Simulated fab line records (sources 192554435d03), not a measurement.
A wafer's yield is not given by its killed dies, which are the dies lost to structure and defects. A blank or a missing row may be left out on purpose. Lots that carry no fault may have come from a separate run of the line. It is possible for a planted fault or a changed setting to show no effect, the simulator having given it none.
fab line records	flow n5_finfet
record: lots: 7	wafers: 21
route steps=1938 shown BEOL_M5@1120 BEOL_M6@1239 BEOL_M7@1308 BEOL_M8@1368
start_h: hours from the record's first day to the start of the lot's first wafer shown	wait_h: hours elapsed since this lot's preceding step	" identical to the entry in the row above	L1.1+2: several wafers, shown together as one row	- either no value or no given start	* or withheld: withheld	< > ~ a bound
route shown NAME@n: names a module that has steps shown in the file, with the first one's number in the route	usual: mean and standard deviation over wafers with no fault	same: alike in all rows	chamber/n: place in a boat	sites: per-site readings	_std_site: the values' standard deviation	_edge_site: outer sites' mean less inner sites'	radius_mm: for every site, how far away it sits from the centre of the wafer	mask NAME#n: copy n	behind: the last tool/chamber to shape the wafer	hold: cause of the lot's hold/its duration in hours/its outcome	device: whichever transistor did not switch (one of n, p or np)	end of line: the same wafers' tests at the end of the route	a step without rows: its recipe alone	killed: at the first sort, the dies lost to defects and structure; wafer yield is something else	map: a wafer's dies, x killed, . not, _ none there
set.NAME: setting as actually run; set.NAME@STEP: the setting as run at that earlier step	model.NAME: the simulator's own value behind a step, which no gauge read
lots with deliberately changed settings; one table per step, one row per wafer
== steps ==
step: N5_BEOL_M5_COAT_05
recipe: resist: CAR-EUV	spin_rpm: 1500	resist_thk_nm: 30
lot.wafer	tool	chamber	start_h	wait_h	set.spin_rpm	model.CAR-EUV_of_BEOL_M5_COAT_05.thk_nm
L075.2+5+6	litho_track-05	0	-	-	1500	30
L076.2+4+6	litho_track-05	0	-	-	1500	30
L084.3	litho_track-03	0	-	-	1357	31.6
L084.4+5	"	0	"	"	1500	30
L088.3+4+5	litho_track-03	0	-	-	1500	30
L091.3+6	litho_track-05	0	-	-	1500	30
L091.5	"	0	"	"	1620	28.8
L093.2+3+4	litho_track-02	0	-	-	1500	30
L095.2	litho_track-02	0	-	-	1500	30.2
L095.3+5	"	0	"	"	1500	30
step: N5_BEOL_M5_EBR_07
recipe: solvent: PGMEA	ebr_width_mm: 1.5
step: N5_BEOL_M5_SOFTBAKE_06
recipe: temp_c: 110	time_s: 60	resist: CAR-EUV
step: N5_BEOL_M5_EXPOSE_08
recipe: mask_id: M5	na: 0.33	source_shape: annular	sigma_inner: 0.4	sigma_outer: 0.8	polarization: unpolarized	target_cd_nm: 28	dose_mj: 35.75
step: N5_BEOL_M5_PEB_09
recipe: peb_temp_c: 100	peb_time_s: 60	resist: CAR-EUV
step: N5_BEOL_M5_DEVELOP_10
recipe: develop_time_s: 30	developer: TMAH	resist: CAR-EUV	rinse_liquid: surfactant_rinse	dry: air_spin	dev_temp_c: 23
lot.wafer	tool	chamber	start_h	wait_h	set.spin_rpm@BEOL_M5_COAT_05	model.CAR-EUV_of_BEOL_M5_COAT_05.thk_nm
L075.2+5	litho_track-03	0	-	-	1500	29.6
L075.6	"	0	"	"	1500	29.4
L076.2+6	litho_track-03	0	-	-	1500	29.6
L076.4	"	0	"	"	1500	29.4
L084.3	litho_track-03	0	-	-	1357	31
L084.4+5	"	0	"	"	1500	29.6
L088.3+4+5	litho_track-05	0	-	-	1500	29.6
L091.3+6	litho_track-05	0	-	-	1500	29.6
L091.5	"	0	"	"	1620	28.4
L093.2+3+4	litho_track-02	0	-	-	1500	29.6
L095.2	litho_track-02	0	-	-	1500	29.8
L095.3+5	"	0	"	"	1500	29.6
step: N5_BEOL_M5_DESCUM_16
recipe: chemistry: O2	time_s: 7	source_power_w: 50	bias_power_w: 20	pressure_mtorr: 20	rf_frequency_hz: 2.712e+07	temp_c: 40	resist: CAR-EUV	o2_flow_sccm: 225
lot.wafer	tool	chamber	start_h	wait_h	set.spin_rpm@BEOL_M5_COAT_05	model.CAR-EUV_of_BEOL_M5_COAT_05.thk_nm
L075.2+6	rie_diel-02	2,1	179.09	0.2	1500	26
L075.5	"	0	"	"	1500	26.2
L076.2	rie_diel-02	1	183.30	0.1	1500	26.2
L076.4+6	"	3,2	"	"	1500	26
L084.3	rie_diel-02	1	233.13	0.0	1357	27.6
L084.4+5	"	2,3	"	"	1500	26.2
L088.3+4+5	rie_diel-03	1,1,3	249.36	0.9	1500	26.2
L091.3+6	rie_diel-02	2,3	272.03	1.1	1500	26
L091.5	"	0	"	"	1620	25
L093.2+3+4	rie_diel-03	0,3,2	283.97	0.1	1500	26
L095.2+3+5	rie_diel-03	0,3,3	307.29	0.2	1500	26.2
step: N5_BEOL_M5_ETCH_72
recipe: chemistry: N2/H2	target: underlayer	target_depth_a: 65	mask_material: CAR-EUV	time_s: 5.2	ion_energy_ev: 200	pressure_mtorr: 30	source_w: 840	bias_w: 150	n2_flow_sccm: 200	h2_flow_sccm: 200	ends: cleared
usual: etch_rf_on_time_s: 5.20/0.062	rf_vpp_V: 524.4/2.4
lot.wafer	tool	chamber	start_h	wait_h	set.source_w	etch_rf_on_time_s	rf_vpp_V
L075.2	rie_diel-02	2	179.13	0.0	840	5.09	524.4
L075.5	"	0	"	"	878.1	4.99	523.0
L075.6	"	1	"	"	840	5.16	525.7
L076.2	rie_diel-02	1	183.34	0.0	958.1	4.60	502.6
L076.4	"	3	"	"	958.1	4.67	506.6
L076.6	"	2	"	"	840	5.06	523.4
L084.3	rie_diel-02	1	233.16	0.0	905.8	4.86	512.3
L084.4	"	2	"	"	840	5.14	521.9
L084.5	"	3	"	"	905.8	4.90	512.4
L088.3	rie_diel-03	1	249.39	0.0	940.7	4.70	503.7
L088.4	"	1	"	"	940.7	4.71	504.5
L088.5	"	3	"	"	940.7	4.83	503.0
L091.3	rie_diel-02	2	272.07	0.0	725.6	5.85	550.4
L091.5	"	0	"	"	725.6	5.84	553.1
L091.6	"	3	"	"	840	5.26	525.7
L093.2	rie_diel-03	0	284.01	0.0	840	5.21	523.7
L093.3	"	3	"	"	840	5.25	523.1
L093.4	"	2	"	"	840	5.13	525.6
L095.2	rie_diel-03	0	307.33	0.0	840	5.26	525.5
L095.3	"	3	"	"	840	5.28	523.5
L095.5	"	3	"	"	840	5.36	519.8
step: N5_BEOL_M5_SPUTTER_48
recipe: material: Cu	target_thk_a: 150	temp_c: -20	chamber_pressure_pa: 0.07	power_w: withheld	time_s: 27.62
lot.wafer	tool	chamber	start_h	wait_h	set.time_s	model.Cu_of_BEOL_M5_SPUTTER_48.thk_nm
L075.2	pvd_sputter-03	-	185.42	1.4	30.23	16.2
L075.5	"	-	"	"	30.23	-
L075.6	"	-	"	"	27.62	14.8
L076.2+6	pvd_sputter-02	-	187.06	0.1	27.62	14.8
L076.4	"	-	"	"	26.05	-
L084.3+4	pvd_sputter-03	-	237.22	0.1	31	-
L084.5	"	-	"	"	27.62	15
L088.3+4	pvd_sputter-03	-	252.64	0.1	29.87	-
L088.5	"	-	"	"	27.62	14.8
L091.3+5	pvd_sputter-02	-	276.54	0.1	30.39	-
L091.6	"	-	"	"	27.62	15.2
L093.2	pvd_sputter-02	-	289.50	0.3	24.74	13.6
L093.3	"	-	"	"	27.62	15
L093.4	"	-	"	"	27.62	15.2
L095.2+3	pvd_sputter-01	-	311.49	0.2	27.62	15
L095.5	"	-	"	"	27.62	15.2
step: N5_BEOL_M6_TRENCH_ETCH_37
recipe: chemistry: C4F6/O2	target_depth_a: 944.35	target: SiCOH_lowk	time_s: 31.5	ion_energy_ev: 250	pressure_mtorr: 30	source_w: 345	bias_w: 185	Ar_flow_sccm: 300	C4F6_flow_sccm: 10	O2_flow_sccm: 10
lot.wafer	tool	chamber	start_h	wait_h	set.time_s	model.etch.depth_nm	model.BEOL_M6.feature_depth_nm
L075.2	rie_diel-04	1	-	-	36.2	107.5	107.4
L075.5	"	2	"	"	31.5	95.36	95.4
L075.6	"	1	"	"	31.5	93.43	93.4
L076.2	rie_diel-01	3	-	-	31.5	94.86	94.8
L076.4	"	1	"	"	31.5	95.68	95.6
L076.6	"	2	"	"	31.5	94.37	94.4
L084.3	rie_diel-01	3	-	-	31.5	95.14	95.2
L084.4	"	2	"	"	31.5	93.92	94
L084.5	"	2	"	"	31.5	95.16	95.2
L088.3	rie_diel-04	0	-	-	31.5	95.27	95.2
L088.4	"	1	"	"	31.5	92.13	92.2
L088.5	"	1	"	"	29.26	86.11	86.2
L091.3	rie_diel-01	0	-	-	36.43	111.7	111.8
L091.5	"	2	"	"	36.43	108.3	108.2
L091.6	"	1	"	"	31.5	95.06	95
L093.2	rie_diel-04	0	-	-	31.5	95.28	95.2
L093.3	"	3	"	"	31.5	94.73	94.8
L093.4	"	2	"	"	37.72	112	112
L095.2	rie_diel-06	3	-	-	31.5	92.8	92.8
L095.3	"	2	"	"	31.5	94.39	94.4
L095.5	"	2	"	"	31.5	93.67	93.6
step: N5_BEOL_M6_ETCH_41
recipe: chemistry: CH3F/O2	target: SiCN	target_depth_a: 297	taper_deg: 2	time_s: 52	ion_energy_ev: 120	mask_material: TiN	pressure_mtorr: 30	source_w: 395	bias_w: 75	Ar_flow_sccm: 150	CH3F_flow_sccm: 30	O2_flow_sccm: 20
step: N5_BEOL_M6_STRIP_80
recipe: chemistry: N2/H2	time_s: 10	power_w: 450	temp_c: 40	pressure_mtorr: 20	rf_frequency_hz: 6e+07	bias_power_w: 7	n2_flow_sccm: 200	h2_flow_sccm: 200
step: N5_BEOL_M6_OCD_MEAS_38
usual: trench_depth_nm: 94.0/1.3
lot.wafer	tool	chamber	start_h	wait_h	set.time_s@BEOL_M6_TRENCH_ETCH_37	trench_depth_nm
L075.2	ocd-02	-	194.03	-	36.2	107.6
L075.5	"	-	"	"	31.5	95.6
L075.6	"	-	"	"	31.5	94.0
L076.2	ocd-01	-	199.77	-	31.5	95.3
L076.4	"	-	"	"	31.5	95.8
L076.6	"	-	"	"	31.5	94.2
L084.3	ocd-02	-	247.90	-	31.5	94.8
L084.4	"	-	"	"	31.5	93.9
L084.5	"	-	"	"	31.5	94.7
L088.3	ocd-01	-	262.53	-	31.5	96.0
L088.4	"	-	"	"	31.5	92.4
L088.5	"	-	"	"	29.26	86.3
L091.3	ocd-02	-	288.31	-	36.43	111.6
L091.5	"	-	"	"	36.43	108.3
L091.6	"	-	"	"	31.5	94.4
L093.2	ocd-01	-	299.53	-	31.5	94.9
L093.3	"	-	"	"	31.5	94.5
L093.4	"	-	"	"	37.72	111.6
L095.2	ocd-02	-	322.72	-	31.5	92.5
L095.3	"	-	"	"	31.5	94.0
L095.5	"	-	"	"	31.5	93.8
step: N5_BEOL_M6_HM_STRIP_39
recipe: chemistry: peroxide_tin_strip	material: TiN	target_depth_a: 250	temp_c: 50	time_s: 158
step: N5_BEOL_M6_SRD_40
recipe: time_s: 30	temp_c: 23	rinse_liquid: diw	dry: ipa_marangoni
step: N5_BEOL_M6_ECD_50
recipe: material: Cu	target_thk_a: 3000
step: N5_BEOL_M6_ANNEAL_51
recipe: temp_c: 225	time_s: 90	ambient: N2
step: N5_BEOL_M6_CMP_52
recipe: stop_on: SiCOH_lowk	t_overpolish_s: 6.9	down_force_psi: 1	platen_rpm: 50	clearing_platen_down_force_psi: 1.5	clearing_platen_rpm: 50	post_cmp_clean: cu_alkaline	target_thk_nm: 80	clearing_platen_pad_velocity_m_s: 0.99484	pad_velocity_m_s: 0.99484
lot.wafer	tool	chamber	start_h	wait_h	set.time_s@BEOL_M6_TRENCH_ETCH_37	model.Cu_of_BEOL_M6_ECD_50.thk_nm
L075.2	cmp-04	1	196.21	0.3	36.2	92.2
L075.6	"	2	"	"	31.5	79.4
L075.5	"	3	"	"	31.5	81.4
L076.4	cmp-04	3	202.21	0.4	31.5	81.2
L076.2	"	0	"	"	31.5	80
L076.6	"	2	"	"	31.5	79.6
L084.4	cmp-03	1	249.92	0.1	31.5	79.2
L084.3	"	3	"	"	31.5	81.2
L084.5	"	1	"	"	31.5	81.4
L088.4	cmp-02	3	267.22	0.1	31.5	77.8
L088.3	"	0	"	"	31.5	80.6
L088.5	"	0	"	"	29.26	72.6
L091.3	cmp-04	3	291.81	0.3	36.43	97.6
L091.6	"	0	"	"	31.5	81.8
L091.5	"	1	"	"	36.43	94.6
L093.3	cmp-02	0	303.49	0.2	31.5	80.6
L093.2	"	1	"	"	31.5	83
L093.4	"	2	"	"	37.72	97.6
L095.3	cmp-03	1	325.07	0.2	31.5	80.4
L095.2+5	"	3,1	"	"	31.5	79.6
step: N5_BEOL_M6_THK_MEAS_53
recipe: thk_meas_gauge: xrf	reads: Cu_of_BEOL_M6_ECD_50
usual: M6_THK: 81.5/1.8
lot.wafer	tool	chamber	start_h	wait_h	set.time_s@BEOL_M6_TRENCH_ETCH_37	M6_THK[nm]
L075.2	film_metro-02	-	196.39	-	36.2	94.8
L075.5	"	-	"	"	31.5	82.8
L075.6	"	-	"	"	31.5	80.9
L076.2	film_metro-02	-	202.43	-	31.5	81.9
L076.4	"	-	"	"	31.5	82.9
L076.6	"	-	"	"	31.5	81.3
L084.3	film_metro-02	-	250.21	-	31.5	82.9
L084.4	"	-	"	"	31.5	80.5
L084.5	"	-	"	"	31.5	82.9
L088.3	film_metro-02	-	267.52	-	31.5	82.0
L088.4	"	-	"	"	31.5	79.4
L088.5	"	-	"	"	29.26	73.7
L091.3	film_metro-01	-	291.99	-	36.43	99.3
L091.5	"	-	"	"	36.43	96.5
L091.6	"	-	"	"	31.5	83.4
L093.2	film_metro-02	-	303.75	-	31.5	84.6
L093.3	"	-	"	"	31.5	81.8
L093.4	"	-	"	"	37.72	99.0
L095.2	film_metro-01	-	325.33	-	31.5	80.8
L095.3	"	-	"	"	31.5	82.1
L095.5	"	-	"	"	31.5	81.4
step: N5_BEOL_M6_PRE_CLEAN_55
recipe: gas: NH3	time_s: 15	temp_c: withheld	rf_power_w: 300
step: N5_BEOL_M6_DEP_56
recipe: material: SiCN	target_thk_a: 100	temp_c: withheld	precursor: 3MS/NH3	pressure_torr: 3	rf_w: 202	time_s: 17.5
step: N5_BEOL_M6_RS_MEAS_57
recipe: thk_meas_gauge: four-point-probe	reads: Cu_of_BEOL_M6_ECD_50+Co_of_BEOL_M6_CVD_78+TaN_of_BEOL_M6_ALD_77
usual: M6_RS: 0.287/0.0071
lot.wafer	tool	chamber	start_h	wait_h	set.time_s@BEOL_M6_TRENCH_ETCH_37	M6_RS[ohm/sq]
L075.2	film_metro-01	-	196.55	0.1	36.2	0.242
L075.5	"	-	"	"	31.5	0.280
L075.6	"	-	"	"	31.5	0.289
L076.2	film_metro-02	-	202.56	0.1	31.5	0.286
L076.4	"	-	"	"	31.5	0.280
L076.6	"	-	"	"	31.5	0.288
L084.3	film_metro-02	-	250.34	0.1	31.5	0.281
L084.4	"	-	"	"	31.5	0.289
L084.5	"	-	"	"	31.5	0.280
L088.3	film_metro-02	-	267.65	0.1	31.5	0.284
L088.4	"	-	"	"	31.5	0.295
L088.5	"	-	"	"	29.26	0.321
L091.3	film_metro-01	-	292.13	0.1	36.43	0.228
L091.5	"	-	"	"	36.43	0.236
L091.6	"	-	"	"	31.5	0.279
L093.2	film_metro-01	-	303.88	0.1	31.5	0.275
L093.3	"	-	"	"	31.5	0.284
L093.4	"	-	"	"	37.72	0.228
L095.2	film_metro-02	-	325.46	0.1	31.5	0.287
L095.3	"	-	"	"	31.5	0.284
L095.5	"	-	"	"	31.5	0.288
step: N5_BEOL_M7_TRENCH_ETCH_37
recipe: chemistry: C4F6/O2	target_depth_a: 934.78	target: SiCOH_lowk	time_s: 31.2	ion_energy_ev: 250	pressure_mtorr: 30	source_w: 345	bias_w: 185	Ar_flow_sccm: 300	C4F6_flow_sccm: 10	O2_flow_sccm: 10
usual: rf_vpp_V: 663/11
lot.wafer	tool	chamber	start_h	wait_h	set.source_w	rf_vpp_V	model.etch.depth_nm	model.BEOL_M7.feature_depth_nm
L075.2	rie_diel-03	3	-	-	345	662	91.65	91.6
L075.5	"	3	"	"	345	662	91.8	91.8
L075.6	"	0	"	"	284.2	724	85.92	86
L076.2	rie_diel-02	0	-	-	345	678	93.53	93.6
L076.4	"	2	"	"	345	647	93	93
L076.6	"	2	"	"	345	648	94.17	94.2
L084.3	rie_diel-03	1	-	-	345	660	94.71	94.8
L084.4	"	3	"	"	328.6	679	90.77	90.8
L084.5	"	1	"	"	328.6	677	93.29	93.2
L088.3	rie_diel-05	0	-	-	345	666	95.66	95.6
L088.4	"	3	"	"	386.8	613	97.62	97.6
L088.5	"	0	"	"	386.8	630	99.84	99.8
L091.3	rie_diel-02	2	-	-	345	649	93.07	93
L091.5	"	2	"	"	345	649	93.49	93.4
L091.6	"	1	"	"	345	674	94.55	94.6
L093.2	rie_diel-03	2	-	-	345	655	93.39	93.4
L093.3	"	1	"	"	365.3	642	94.72	94.8
L093.4	"	0	"	"	345	654	93.07	93
L095.2	rie_diel-03	3	-	-	345	660	91.35	91.4
L095.3	"	1	"	"	345	659	92.95	93
L095.5	"	1	"	"	345	659	92.91	93
step: N5_BEOL_M7_ETCH_41
recipe: chemistry: CH3F/O2	target: SiCN	target_depth_a: 319	taper_deg: 2	time_s: 57.8	ion_energy_ev: 120	mask_material: TiN	pressure_mtorr: 30	source_w: 395	bias_w: 75	Ar_flow_sccm: 150	CH3F_flow_sccm: 30	O2_flow_sccm: 20
usual: rf_vpp_V: 297.4/1.7
lot.wafer	tool	chamber	start_h	wait_h	set.source_w	rf_vpp_V
L075.2	rie_diel-03	3	-	-	325.2	316.1
L075.5	"	3	"	"	325.2	317.0
L075.6	"	0	"	"	395	297.2
L076.2	rie_diel-02	0	-	-	418.7	293.5
L076.4	"	2	"	"	395	296.2
L076.6	"	2	"	"	395	297.8
L084.3	rie_diel-03	1	-	-	395	297.6
L084.4	"	3	"	"	461.1	281.5
L084.5	"	1	"	"	395	298.3
L088.3	rie_diel-05	0	-	-	395	296.5
L088.4	"	3	"	"	360.3	304.3
L088.5	"	0	"	"	395	297.7
L091.3	rie_diel-02	2	-	-	416.9	291.7
L091.5	"	2	"	"	416.9	292.2
L091.6	"	1	"	"	416.9	293.3
L093.2	rie_diel-03	2	-	-	395	297.4
L093.3	"	1	"	"	395	297.4
L093.4	"	0	"	"	395	296.4
L095.2	rie_diel-03	3	-	-	395	295.7
L095.3	"	1	"	"	395	297.6
L095.5	"	1	"	"	395	297.5
step: N5_BEOL_M7_STRIP_80
recipe: chemistry: N2/H2	time_s: 10	power_w: 450	temp_c: 40	pressure_mtorr: 20	rf_frequency_hz: 6e+07	bias_power_w: 7	n2_flow_sccm: 200	h2_flow_sccm: 200
step: N5_BEOL_M7_OCD_MEAS_38
usual: trench_depth_nm: 93.4/1.5
lot.wafer	tool	chamber	start_h	wait_h	set.source_w@BEOL_M7_TRENCH_ETCH_37	trench_depth_nm
L075.2	ocd-01	-	203.81	-	345	92.0
L075.5	"	-	"	"	345	91.7
L075.6	"	-	"	"	284.2	85.6
L076.2	ocd-02	-	206.57	-	345	93.2
L076.4	"	-	"	"	345	93.3
L076.6	"	-	"	"	345	94.3
L084.3	ocd-02	-	254.88	-	345	94.8
L084.4	"	-	"	"	328.6	90.9
L084.5	"	-	"	"	328.6	93.2
L088.3	ocd-02	-	273.13	-	345	96.3
L088.4	"	-	"	"	386.8	97.4
L088.5	"	-	"	"	386.8	99.8
L091.3	ocd-02	-	296.88	-	345	93.0
L091.5	"	-	"	"	345	93.4
L091.6	"	-	"	"	345	94.4
L093.2	ocd-01	-	309.20	-	345	93.0
L093.3	"	-	"	"	365.3	94.8
L093.4	"	-	"	"	345	93.2
L095.2	ocd-01	-	330.17	-	345	91.4
L095.3	"	-	"	"	345	93.1
L095.5	"	-	"	"	345	93.2
step: N5_BEOL_M8_DESCUM_33
recipe: chemistry: O2	time_s: 7	source_power_w: 50	bias_power_w: 20	pressure_mtorr: 20	rf_frequency_hz: 2.712e+07	temp_c: 40	resist: CAR-EUV	o2_flow_sccm: 225
lot.wafer	tool	chamber	start_h	wait_h	set.time_s	model.CAR-EUV_of_BEOL_M8_COAT_22.thk_nm
L075.2+5+6	rie_diel-01	3,1,2	212.25	0.0	7	26
L076.2+4	rie_diel-06	2,1	212.33	0.0	6.369	26.4
L076.6	"	1	"	"	7	26
L084.3+4+5	rie_diel-01	3,2,0	261.71	0.0	7	26
L088.3+4+5	rie_diel-01	1,2,3	279.53	0.1	7	26
L091.3+6	rie_diel-06	0,3	305.46	0.0	7	26
L091.5	"	2	"	"	6.081	26.4
L093.2	rie_diel-04	3	315.84	0.0	7	25.8
L093.3+4	"	1,0	"	"	7	26
L095.2+3+5	rie_diel-01	2,0,0	341.10	0.1	7	26
step: N5_BEOL_M8_VIA_ETCH_34
recipe: chemistry: C4F6/O2	target: SiCOH_lowk	target_depth_a: 1255	mask_material: SOC	taper_deg: 4	time_s: 50.5	ion_energy_ev: 250	pressure_mtorr: 30	source_w: 345	bias_w: 185	Ar_flow_sccm: 300	C4F6_flow_sccm: 10	O2_flow_sccm: 10
usual: rf_vpp_V: 661/4.3
lot.wafer	tool	chamber	start_h	wait_h	set.bias_w	rf_vpp_V
L075.2	rie_diel-01	3	212.43	0.0	185	657
L075.5	"	1	"	"	185	655
L075.6	"	2	"	"	185	665
L076.2	rie_diel-06	2	212.51	0.0	157.8	579
L076.4	"	1	"	"	185	653
L076.6	"	1	"	"	185	654
L084.3	rie_diel-01	3	261.89	0.0	185	657
L084.4	"	2	"	"	185	665
L084.5	"	0	"	"	185	662
L088.3	rie_diel-01	1	279.71	0.0	185	655
L088.4	"	2	"	"	185	665
L088.5	"	3	"	"	185	657
L091.3	rie_diel-06	0	305.64	0.0	166.8	614
L091.5	"	2	"	"	185	657
L091.6	"	3	"	"	166.8	608
L093.2	rie_diel-04	3	316.02	0.0	185	663
L093.3	"	1	"	"	185	662
L093.4	"	0	"	"	185	659
L095.2	rie_diel-01	2	341.28	0.0	185	664
L095.3	"	0	"	"	185	661
L095.5	"	0	"	"	185	663
== key ==
split: step: N5_BEOL_M5_COAT_05	setting: spin_rpm	stated: 1500	by: wafer
response: step: N5_BEOL_M5_COAT_05	reading: model.CAR-EUV_of_BEOL_M5_COAT_05.thk_nm	change: -0.16	per: 1%	r: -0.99
response: step: N5_BEOL_M5_DEVELOP_10	reading: model.CAR-EUV_of_BEOL_M5_COAT_05.thk_nm	change: -0.148	per: 1%	r: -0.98
response: step: N5_BEOL_M5_DESCUM_16	reading: model.CAR-EUV_of_BEOL_M5_COAT_05.thk_nm	change: -0.138	per: 1%	r: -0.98
split: step: N5_BEOL_M5_ETCH_72	setting: source_w	stated: 840	by: wafer
response: step: N5_BEOL_M5_ETCH_72	reading: etch_rf_on_time_s	change: *	per: 1%	r: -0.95
response: step: N5_BEOL_M5_ETCH_72	reading: rf_vpp_V	change: -1.51	per: 1%	r: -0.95
split: step: N5_BEOL_M5_SPUTTER_48	setting: time_s	stated: 27.62	by: wafer
response: step: N5_BEOL_M5_SPUTTER_48	reading: model.Cu_of_BEOL_M5_SPUTTER_48.thk_nm	change: +0.145	per: 1%	r: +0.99
split: step: N5_BEOL_M6_TRENCH_ETCH_37	setting: time_s	stated: 31.5	by: wafer
response: step: N5_BEOL_M6_TRENCH_ETCH_37	reading: model.etch.depth_nm	change: +0.903	per: 1%	r: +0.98
response: step: N5_BEOL_M6_TRENCH_ETCH_37	reading: model.BEOL_M6.feature_depth_nm	change: +0.901	per: 1%	r: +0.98
response: step: N5_BEOL_M6_OCD_MEAS_38	reading: trench_depth_nm	change: +0.91	per: 1%	r: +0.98
response: step: N5_BEOL_M6_CMP_52	reading: model.Cu_of_BEOL_M6_ECD_50.thk_nm	change: +0.836	per: 1%	r: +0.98
response: step: N5_BEOL_M6_THK_MEAS_53	reading: M6_THK	change: +0.86	per: 1%	r: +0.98
response: step: N5_BEOL_M6_RS_MEAS_57	reading: M6_RS	change: -0.00287	per: 1%	r: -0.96
split: step: N5_BEOL_M7_TRENCH_ETCH_37	setting: source_w	stated: 345	by: wafer
response: step: N5_BEOL_M7_TRENCH_ETCH_37	reading: rf_vpp_V	change: -3.49	per: 1%	r: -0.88
response: step: N5_BEOL_M7_TRENCH_ETCH_37	reading: model.etch.depth_nm	change: +0.313	per: 1%	r: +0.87
response: step: N5_BEOL_M7_TRENCH_ETCH_37	reading: model.BEOL_M7.feature_depth_nm	change: +0.312	per: 1%	r: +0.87
response: step: N5_BEOL_M7_OCD_MEAS_38	reading: trench_depth_nm	change: +0.31	per: 1%	r: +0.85
split: step: N5_BEOL_M7_ETCH_41	setting: source_w	stated: 395	by: wafer
response: step: N5_BEOL_M7_ETCH_41	reading: rf_vpp_V	change: -0.995	per: 1%	r: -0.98
split: step: N5_BEOL_M8_DESCUM_33	setting: time_s	stated: 7	by: wafer
response: step: N5_BEOL_M8_DESCUM_33	reading: model.CAR-EUV_of_BEOL_M8_COAT_22.thk_nm	change: -0.0349	per: 1%	r: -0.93
split: step: N5_BEOL_M8_VIA_ETCH_34	setting: bias_w	stated: 185	by: wafer
response: step: N5_BEOL_M8_VIA_ETCH_34	reading: rf_vpp_V	change: +4.94	per: 1%	r: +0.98
